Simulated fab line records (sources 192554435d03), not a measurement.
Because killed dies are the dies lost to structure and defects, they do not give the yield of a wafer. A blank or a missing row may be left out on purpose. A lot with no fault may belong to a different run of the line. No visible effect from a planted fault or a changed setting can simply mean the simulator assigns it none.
The tool behind it: which one?	flow n5 finfet	10 lots with 30 wafers sampled at 3 steps, on a route of 1938 steps

WHAT THE GAUGES SHOWED, per wafer
N5_PASSIVATION_CD_MEAS_44 targets a cd of 40000 nm.
lot	measured	on	cd nm (nm)
L345	day 12 10:25	cd sem-02	40000 40000 39996
L349	day 13 21:55	cd sem-02	39997 39998 39995
L348	day 14 01:30	cd sem-01	40001 40002 40003
L347	day 14 05:36	cd sem-02	40000 40004 39995
L358	day 16 03:19	cd sem-01	39981 39982 39985
L357	day 16 05:52	cd sem-02	39988 39980 39986
L361	day 16 23:47	cd sem-02	40001 40002 40006
L363	day 17 08:05	cd sem-03	39997 40000 39994
L364	day 17 22:21	cd sem-02	40000 40005 40002
L367	day 18 13:32	cd sem-01	40001 39994 39997

TOOL THAT RAN EACH LOT (tool first, then ch and the chambers of the sampled wafers, then the start)
lot	N5_MIM_TOP_ETCH_STRIP_01	N5_PASSIVATION_EXPOSE_41
L345	rie diel-01 ch 0,1,2, day 12 03:22	krf scanner-02 ch 0, day 12 10:14
L349	rie diel-05 ch 2,3, day 13 15:28	krf scanner-02 ch 0, day 13 21:45
L348	rie diel-05 ch 0,2,3, day 13 18:46	krf scanner-02 ch 0, day 14 01:19
L347	rie diel-05 ch 0,1,3, day 13 23:13	krf scanner-01 ch 0, day 14 05:26
L358	rie diel-01 ch 1,2,3, day 15 16:30	krf scanner-02 ch 0, day 16 03:08
L357	rie diel-06 ch 1,3, day 15 20:44	krf scanner-02 ch 0, day 16 05:41
L361	rie diel-06 ch 1,2, day 16 18:13	krf scanner-01 ch 0, day 16 23:37
L363	rie diel-01 ch 0,2, day 17 00:44	krf scanner-01 ch 0, day 17 07:53
L364	rie diel-01 ch 1,2,3, day 17 14:30	krf scanner-01 ch 0, day 17 22:11
L367	rie diel-06 ch 0,2, day 18 07:41	krf scanner-01 ch 0, day 18 13:21
- N5_MIM_TOP_ETCH_STRIP_01: strips in O2.
- N5_PASSIVATION_EXPOSE_41: exposes mask PASS OPEN, defocus 0 nm, target cd 40000 nm.

THE ANSWER, worked out from the rows above alone
Rule: what is usual is taken from the lots themselves. The widest of any qualifying gaps counts: lots, ordered by their means at a reading, are off when they make up no more than a third of the lots, leave a main group of 4 or more, and stand apart from it by 3 or more times the standard deviation of that group's means. A main group whose means are all the same, to the digits that the tables above print for the reading, isn't used. A lot without any number at a reading at which 4 lots or more have one is off too. All remaining lots with rows at the step are treated as sound.
Off, at N5_PASSIVATION_CD_MEAS_44 on cd nm: L358, L357. For the main group the mean is 40000 nm and the standard deviation 2.4.
A tool fits if, at a process step before that reading, it ran every lot that is off, and no sound lot after the first of them. Those tools and the gauges at N5_PASSIVATION_CD_MEAS_44 are tried in the same way. One candidate fits, namely krf scanner-02 at N5_PASSIVATION_EXPOSE_41. A fault onset in the window from L348 (day 14 01:19, its last sound lot) to L358 (day 16 03:08, its first lot off) fits.

WHAT THE SIMULATOR PUT IN
Process parameter drift: krf scanner-02, from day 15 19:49 on, at N5_PASSIVATION_EXPOSE_41. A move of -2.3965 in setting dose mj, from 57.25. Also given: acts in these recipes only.
Shown lots that were struck: L358, L357. This agrees with what the rule above found.
